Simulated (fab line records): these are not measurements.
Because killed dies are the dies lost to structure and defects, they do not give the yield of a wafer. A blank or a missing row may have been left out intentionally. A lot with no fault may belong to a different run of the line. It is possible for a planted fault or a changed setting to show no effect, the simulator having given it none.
The tool behind it: which one? + flow nand_harc + 18 wafers from 6 lots sampled at 5 of the route's 1159 steps

WHAT THE GAUGES SHOWED, per wafer
NHARC_END_SORT_01.
| lot  | measured     | on        | killed_at_array |
|------|--------------|-----------|-----------------|
| L545 | day 24 02:53 | prober-01 | 48              |

TOOL THAT RAN EACH LOT (tool first, then ch and the chambers of the sampled wafers, then the start)
| lot  | NHARC_A_STAIRCASE_ETCH_23                     | NHARC_A_STAIRCASE_TRIM_193                    | NHARC_A_STAIRCASE_ETCH_197                    | NHARC_A_STAIRCASE_TRIM_198         |
|------|-----------------------------------------------|-----------------------------------------------|-----------------------------------------------|------------------------------------|
| L526 | rie_diel-13 ch 1,3, day 11 00:03 or earlier   | rie_diel-13 ch 0,1,2, day 11 00:03 or earlier | rie_diel-11 ch 0,1,3, day 11 00:03 or earlier | rie_diel-11 ch 0,1,3, day 11 00:03 |
| L530 | rie_diel-13 ch 0,1, day 12 00:00 or earlier   | rie_diel-10 ch 1,2,3, day 12 00:00 or earlier | rie_diel-10 ch 1,2,3, day 12 00:00 or earlier | rie_diel-10 ch 1,2,3, day 12 00:00 |
| L533 | rie_diel-11 ch 0,1, day 13 01:57 or earlier   | rie_diel-13 ch 0,2,3, day 13 01:57 or earlier | rie_diel-13 ch 0,1,3, day 13 01:57 or earlier | rie_diel-13 ch 0,2,3, day 13 01:57 |
| L540 | rie_diel-11 ch 1,2,3, day 14 06:37 or earlier | rie_diel-13 ch 0,1,2, day 14 06:37 or earlier | rie_diel-11 ch 1,2,3, day 14 06:37 or earlier | rie_diel-11 ch 1,2,3, day 14 06:37 |
| L545 | rie_diel-11 ch 0,1, day 15 16:24 or earlier   | rie_diel-13 ch 0,1,2, day 15 16:24 or earlier | rie_diel-11 ch 0,1,2, day 15 16:24 or earlier | rie_diel-11 ch 0,3, day 15 16:24   |
| L549 | rie_diel-11 ch 1,3, day 17 09:55 or earlier   | rie_diel-10 ch 1,2,3, day 17 09:55 or earlier | rie_diel-10 ch 0,2,3, day 17 09:55 or earlier | rie_diel-10 ch 0,1,3, day 17 09:55 |
- NHARC_A_STAIRCASE_ETCH_23: etches the open film in C4F8/O2, target depth 100 nm, time 40.5 s.
- NHARC_A_STAIRCASE_TRIM_193: chemistry O2, time 211.2 s.
- NHARC_A_STAIRCASE_ETCH_197: etches the open film in C4F8/O2, target depth 100 nm, time 40.5 s.
- NHARC_A_STAIRCASE_TRIM_198: chemistry O2, time 211.2 s.

THE ANSWER, worked out from the rows above alone
Rule: usual is defined by the lots themselves. The widest of any qualifying gaps counts: lots, ordered by their means at a reading, are off when they make up no more than a third of the lots, leave a main group of 4 or more, and stand apart from it by 3 or more times the standard deviation of that group's means. The tables above print the reading to a certain number of digits; a main group whose means all agree to those digits is not used. A lot without any number at a reading at which 4 lots or more have one is off too. Where the step has rows for the other lots, those lots are counted as sound.
No lot is off on any of the readings shown, so nothing can be concluded from this.

WHAT THE SIMULATOR HAD INSERTED
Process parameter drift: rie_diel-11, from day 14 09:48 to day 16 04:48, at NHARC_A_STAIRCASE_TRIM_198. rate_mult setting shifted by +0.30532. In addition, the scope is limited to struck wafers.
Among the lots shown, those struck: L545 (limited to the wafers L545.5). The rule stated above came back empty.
